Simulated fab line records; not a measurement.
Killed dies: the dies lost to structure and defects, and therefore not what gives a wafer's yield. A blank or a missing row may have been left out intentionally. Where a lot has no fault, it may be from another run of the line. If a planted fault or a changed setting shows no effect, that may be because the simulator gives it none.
Chamber matching ; flow n5Finfet ; N5_FIN_SAQP_SPACER1_ALD_24 on aldSin-03: 4 sister chambers
The step deposits SiO2, target thk 20.3 nm, pulse time 1 s, purge time 2 s. 14 wafers are shown with their chamber, then 6 later ones without.

WAFERS PAIRED WITH THEIR CHAMBERS
wafer;chamber;heaterPowerOuterW (W);heaterPowerW (W);precursorPulseHeightRel
L368.3;1;211;414;0.992
L368.5;0;280;491;1.016
L368.6;3;299;529;0.985
L373.1;0;283;482;1.013
L373.4;2;296;506;0.957
L373.6;0;276;493;0.981
L375.2;3;306;525;1.005
L375.4;1;213;412;1.006
L375.6;2;287;494;1.018
L378.1;1;212;407;0.994
L378.2;2;284;488;0.992
L378.5;0;280;495;1.006
L379.4;2;281;494;1.020
L379.5;0;275;495;1.009

SIGNATURES (averages over the wafers above)
reading;chamber 0;chamber 1;chamber 2;chamber 3;scatter within a chamber
heaterPowerOuterW;278.80;212.00;287.00;302.50;4.42
heaterPowerW;491.20;411.00;495.50;527.00;5.67
precursorPulseHeightRel;1.00500;0.99733;0.99675;0.99500;0.0192
Rule: for a wafer and a chamber, the distance is found by dividing, reading by reading, the gap between the wafer's reading and the chamber's mean by the reading's scatter, squaring, summing and taking the root. If the next closest chamber is less than 2 further off than the closest, the wafer can't be placed; otherwise it belongs to the closest. The scatter is the square root of a quotient: the sum, over the shown wafers, of each reading's squared deviation from its chamber's mean, divided by wafers minus chambers.

WAFERS WHOSE CHAMBER IS MISSING
wafer;heaterPowerOuterW (W);heaterPowerW (W);precursorPulseHeightRel
L379.6;307;517;0.986
L383.3;208;412;0.996
L383.4;305;519;1.003
L385.3;286;498;0.996
L385.4;312;542;1.014
L385.6;213;413;0.987

CHAMBER TAKEN BY EACH
wafer;from the rows above;in truth
L379.6;3;3
L383.3;1;1
L383.4;3;3
L385.3;can't be placed: 2 or 0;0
L385.4;3;3
L385.6;1;1
Correctly placed: 5 of 6. Cannot be placed on the basis of these rows: 1; the candidates contain the true chamber in 1. 0 placed wrongly.
